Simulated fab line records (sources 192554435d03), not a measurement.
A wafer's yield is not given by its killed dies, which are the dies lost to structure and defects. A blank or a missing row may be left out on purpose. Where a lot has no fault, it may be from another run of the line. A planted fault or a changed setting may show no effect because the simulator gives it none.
8D (eight disciplines) problem report, filled in by code + flow n5 finfet + the parts of the form that need people (team, actions taken, sign-off) are left out

1. THE PROBLEM
Wafers without a fault read 109.4 s, standard deviation 0.45; run length s at N5_BEOL_M11_ETCH_41 reads a mean of 133.6 s on 3 wafers belonging to 2 lots. Measured from the usual mean, that is +54 standard deviations.
The step: etches SiCN in CH3F/O2, target depth 42.6 nm, time 86 s.
Earliest sighting: wafer L677.2 on rie diel-06 at day 11 10:01. At this step, 31 wafers from 11 lots have a number in the record. Rule for "out" (also "out of limits"): further than 4 standard deviations from the usual mean. Any other wafer with a number is counted as sound.

2. WHAT IT IS AND WHAT IT IS NOT
| question                    | is                     | is not                                                                                                   |
|-----------------------------|------------------------|----------------------------------------------------------------------------------------------------------|
| which readings at this step | run length s           | drypump motor current A, mfc ar sccm, oes product au, showerhead plenum p Torr, throttle valve pct       |
| which lots                  | L677, L679             | L672, L673, L674, L685, L686, L689, L691, L693, L695                                                     |
| which wafers of those lots  | L677.2, L679.2, L679.5 | L677.3, L677.6, L679.6                                                                                   |
| read on which tools         | rie diel-06            | rie diel-02, rie diel-04                                                                                 |
| when                        | from day 11 10:01      | up to then (10 sound wafers); but 18 sound wafers of L679, L685, L686, L689, L691, L693, L695 came after |

3. SUSPECTS, AND WHAT RULES EACH OUT
Counting: a tool at a process step up to the reading stays a suspect if it ran every lot that is out. Sound lots after the first of them don't rule it out here, since some wafers of a struck lot are sound.
- rie diel-06 at N5_BEOL_M11_DESCUM_33 (chemistry O2, time 7.9 s): kept. It ran every lot that is out, first L677 (day 11 09:40); its last sound lot up to then is L674 (day 10 20:31).
- rie diel-06 at N5_BEOL_M11_ETCH_41 (etches SiCN in CH3F/O2, target depth 42.6 nm, time 86 s): kept. It ran every lot that is out, first L677 (day 11 10:01); its last sound lot up to then is L674 (day 10 20:52). Out on those wafers are its own readings of run length s.
What counting leaves: rie diel-06 at N5_BEOL_M11_DESCUM_33 and rie diel-06 at N5_BEOL_M11_ETCH_41.

4. THE CAUSE (what the simulator had put in)
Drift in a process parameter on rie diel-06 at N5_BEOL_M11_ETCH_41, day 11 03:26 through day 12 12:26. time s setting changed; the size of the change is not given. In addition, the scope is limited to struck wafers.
Counting left 2 suspects, and this tool is among them.

5. SEQUENCE OF EFFECTS, ordered by route
One row per reading whose mean, taken over the struck wafers that have a number, lies over 3 standard deviations from the usual. Readings are gone through only where the record gives a usual standard deviation; hours: the median, over the lots, of the time from a lot's start at the first step in this table giving one to that lot's start at this step; sigmas: the change measured in usual standard deviations.
| hours | step                | reading      | usual   | on struck wafers | change | sigmas |
|-------|---------------------|--------------|---------|------------------|--------|--------|
| 0     | N5_BEOL_M11_ETCH_41 | run length s | 109.4 s | 133.6            | +24.2  | +54    |
The process steps in it:
- N5_BEOL_M11_ETCH_41: etches SiCN in CH3F/O2, target depth 42.6 nm, time 86 s.

6. WHAT WOULD HAVE CAUGHT IT SOONER
In this record the first reading out of limits was taken at day 11 10:01, 7 hours after the fault began at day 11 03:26.
